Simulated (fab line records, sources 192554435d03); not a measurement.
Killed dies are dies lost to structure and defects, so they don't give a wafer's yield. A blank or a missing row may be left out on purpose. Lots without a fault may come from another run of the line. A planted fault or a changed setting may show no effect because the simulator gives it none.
Chamber matching | flow n5_finfet | N5_HKMG_FIN_ALD_91 on ald_metal-03: 4 sister chambers
The step deposits TiN, target thk 1 nm, pulse time 1 s, purge time 3 s. 8 wafers are shown with their chamber, then 8 later ones without.

WAFERS WITH THEIR CHAMBER
wafer  | chamber | heater_power_w (W) | precursor_pulse_height_rel
L081.5 | 0       | 825                | 0.982
L085.1 | 3       | 1085               | 1.005
L085.5 | 1       | 1013               | 0.994
L085.6 | 2       | 786                | 1.001
L088.3 | 1       | 1001               | 0.989
L088.5 | 3       | 1079               | 0.996
L088.6 | 0       | 813                | 1.028
L090.1 | 2       | 802                | 0.972

WAFERS WITHOUT THEIR CHAMBER
wafer  | heater_power_w (W) | precursor_pulse_height_rel
L090.4 | 986                | 1.025
L090.6 | 821                | 1.005
L093.1 | 817                | 0.993
L093.3 | 973                | 1.021
L093.6 | 1075               | 1.005
L097.1 | 791                | 0.989
L097.3 | 797                | 0.990
L097.4 | 1055               | 1.025

WHICH CHAMBER EACH WENT THROUGH
wafer  | from the rows above | in truth
L090.4 | 1                   | 1
L090.6 | 0                   | 0
L093.1 | 0                   | 0
L093.3 | 1                   | 1
L093.6 | 3                   | 3
L097.1 | 2                   | 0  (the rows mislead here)
L097.3 | 2                   | 2
L097.4 | 3                   | 3
Placed correctly: 7 of 8. Can't be placed from these rows: 0. Placed wrongly: 1.
How it was worked out, from the rows above alone: a wafer's distance from a chamber is the root of the sum, over the readings, of the square of ((its reading less the chamber's mean) divided by the reading's scatter). The wafer belongs to the nearest chamber; if the next one is less than 2 further off, it can't be placed. A chamber's mean is the mean of its shown wafers. The scatter: the root of (the sum of the squares of (reading less its chamber's mean) over the shown wafers, divided by (wafers less chambers)).
